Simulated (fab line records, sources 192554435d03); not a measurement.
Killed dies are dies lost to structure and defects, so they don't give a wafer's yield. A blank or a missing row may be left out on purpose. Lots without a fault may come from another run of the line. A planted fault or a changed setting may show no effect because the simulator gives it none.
Split-lot experiment | flow n5_finfet | 7 lots, 21 wafers read, on a route of 1938 steps

THE SPLIT
At N5_BEOL_M9_COAT_05 (resist thk 90 nm), the setting spin_rpm was moved away from the recipe's 1500 rpm on 9 of the 21 wafers read, by -9.4% to +8.5%. The other wafers ran this setting at the recipe's value.

FROM THE SPLIT TO THE READING: what the file shows between them, 4 steps
- N5_BEOL_M9_EBR_07
- N5_BEOL_M9_SOFTBAKE_06: time 60 s
- N5_BEOL_M9_EXPOSE_08: exposes mask M9
- N5_BEOL_M9_PEB_09: peb time 60 s

THE READING
CAR-ArF_of_BEOL_M9_COAT_05.thk_nm (the simulator's own value, which no gauge read), in nm, at N5_BEOL_M9_DEVELOP_10 (develop time 30 s). The file gives no usual value for it. The 12 wafers here that ran the recipe average 88.4 nm, standard deviation 0.24 nm.

wafer  | tool, chamber at the split | spin_rpm as run, rpm | against the recipe | CAR-ArF_of_BEOL_M9_COAT_05.thk_nm, nm | against lot-mates on the recipe
L074.3 | litho_track-05, 0          | 1500                 | recipe             | 88.2                                  | -
L074.4 | litho_track-05, 0          | 1500                 | recipe             | 88.2                                  | -
L074.6 | litho_track-05, 0          | 1500                 | recipe             | 88                                    | -
L076.3 | litho_track-01, 0          | 1627                 | +8.5%              | 84.8                                  | -3.4
L076.4 | litho_track-01, 0          | 1500                 | recipe             | 88.2                                  | -
L076.6 | litho_track-01, 0          | 1627                 | +8.5%              | 84.6                                  | -3.6
L081.2 | litho_track-04, 0          | 1398                 | -6.8%              | 91.2                                  | +2.8
L081.3 | litho_track-04, 0          | 1500                 | recipe             | 88.4                                  | -
L081.4 | litho_track-04, 0          | 1398                 | -6.8%              | 91.6                                  | +3.2
L084.3 | litho_track-01, 0          | 1500                 | recipe             | 88.4                                  | -
L084.4 | litho_track-01, 0          | 1500                 | recipe             | 88.8                                  | -
L084.5 | litho_track-01, 0          | 1500                 | recipe             | 88.6                                  | -
L094.4 | litho_track-05, 0          | 1359                 | -9.4%              | 93                                    | +4.4
L094.5 | litho_track-05, 0          | 1500                 | recipe             | 88.6                                  | -
L094.6 | litho_track-05, 0          | 1359                 | -9.4%              | 92.8                                  | +4.2
L096.4 | litho_track-01, 0          | 1398                 | -6.8%              | 91.8                                  | no lot-mate on the recipe
L096.5 | litho_track-01, 0          | 1398                 | -6.8%              | 91.8                                  | no lot-mate on the recipe
L096.6 | litho_track-01, 0          | 1398                 | -6.8%              | 91.6                                  | no lot-mate on the recipe
L095.1 | litho_track-05, 0          | 1500                 | recipe             | 88.8                                  | -
L095.4 | litho_track-05, 0          | 1500                 | recipe             | 88.6                                  | -
L095.5 | litho_track-05, 0          | 1500                 | recipe             | 88.4                                  | -

THE FIT
A straight line over all 21 wafers: CAR-ArF_of_BEOL_M9_COAT_05.thk_nm changes by -0.46 nm for each +1% of spin_rpm; r = -0.99; the points scatter about the line by 0.24 nm.
The same after taking each lot's own level away (the mean of its wafers on the recipe; 18 wafers): -0.437 nm for each +1%; r = -1.00; scatter 0.16 nm.
On that fit, the largest move of spin_rpm shifts the reading by 4.1 nm.
The lots' own levels span 88.13 to 88.60 nm, that is 1.9 times the standard deviation above.
So the lot-to-lot level changes the slope little: the two slopes agree.
Check: with one of the wafers moved furthest among these (-9.4%) left out of the fit, the line predicts +4.07 nm for it against its lot-mates. It came out at +4.4 nm against them.

OTHER SPLITS ON THESE WAFERS
These wafers also went through other splits before the reading. Each is held against what the fit with the lots' levels taken away leaves over:
other split on the same wafers   | wafers away from the commonest value | r with CAR-ArF_of_BEOL_M9_COAT_05.thk_nm (lot level and that fit taken away)
N5_BEOL_M5_COAT_66 spin_rpm      | 5                                    | +0.18
N5_BEOL_M5_DEP_56 time_s         | 3                                    | +0.20
N5_BEOL_M7_DEP_56 time_s         | 4                                    | +0.16
N5_BEOL_M8_PECVD_70 temp_c       | 8                                    | +0.12
N5_BEOL_M8_DESCUM_33 time_s      | 4                                    | +0.22
N5_BEOL_M8_TRENCH_ETCH_37 time_s | 6                                    | +0.50

THE WHOLE CHAIN: every reading that the file lists as answering this split, in the file's order
step                  | what it does      | reading                                                                            | change (the file's fit)               | r (the file's)
N5_BEOL_M9_COAT_05    | resist thk 90 nm  | CAR-ArF_of_BEOL_M9_COAT_05.thk_nm (the simulator's own value, which no gauge read) | -0.458 nm for each +1% of the setting | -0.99
N5_BEOL_M9_DEVELOP_10 | develop time 30 s | CAR-ArF_of_BEOL_M9_COAT_05.thk_nm (the simulator's own value, which no gauge read) | -0.438 nm for each +1% of the setting | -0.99

THE FILE'S OWN FIT
CAR-ArF_of_BEOL_M9_COAT_05.thk_nm changes by -0.438 nm for each +1% of spin_rpm, r = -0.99.
